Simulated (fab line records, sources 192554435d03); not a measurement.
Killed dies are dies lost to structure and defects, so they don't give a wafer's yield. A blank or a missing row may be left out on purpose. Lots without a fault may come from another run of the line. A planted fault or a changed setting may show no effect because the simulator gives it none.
Chamber matching | flow n5_finfet | N5_MOL_CONTACT_COAG_STRIP_96 on rie_diel-04: 4 sister chambers
The step strips in N2/H2. 4 wafers are shown with their chamber, then 8 later ones without.

WAFERS WITH THEIR CHAMBER
wafer  | chamber | drypump_motor_current_A (A)
L080.5 | 1       | 5.3
L082.2 | 0       | 5.5
L082.6 | 2       | 5.3
L090.2 | 3       | 4.9

WAFERS WITHOUT THEIR CHAMBER
wafer  | drypump_motor_current_A (A)
L090.5 | 5.4
L090.6 | 4.9
L091.4 | 5.3
L091.5 | 4.9
L091.6 | 5.3
L093.3 | 5.4
L093.5 | 4.8
L093.6 | 5.3

WHICH CHAMBER EACH WENT THROUGH
wafer  | from the rows above          | in truth
L090.5 | can't be placed: 0 or 1 or 2 | 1
L090.6 | 3                            | 3
L091.4 | can't be placed: 1 or 2      | 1
L091.5 | 3                            | 3
L091.6 | can't be placed: 1 or 2      | 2
L093.3 | can't be placed: 0 or 1 or 2 | 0
L093.5 | 3                            | 3
L093.6 | can't be placed: 1 or 2      | 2
Placed correctly: 3 of 8. Can't be placed from these rows: 5 (the true chamber is among the candidates in 5). Placed wrongly: 0.
How it was worked out, from the rows above alone: a wafer's distance from a chamber is the root of the sum, over the readings, of the square of ((its reading less the chamber's mean) divided by the reading's scatter). The wafer belongs to the nearest chamber; if the next one is less than 2 further off, it can't be placed. A chamber's mean is the mean of its shown wafers. The scatter: with one shown wafer a chamber, the root of the mean of the squares of how far each hidden wafer lies from its nearest shown one.
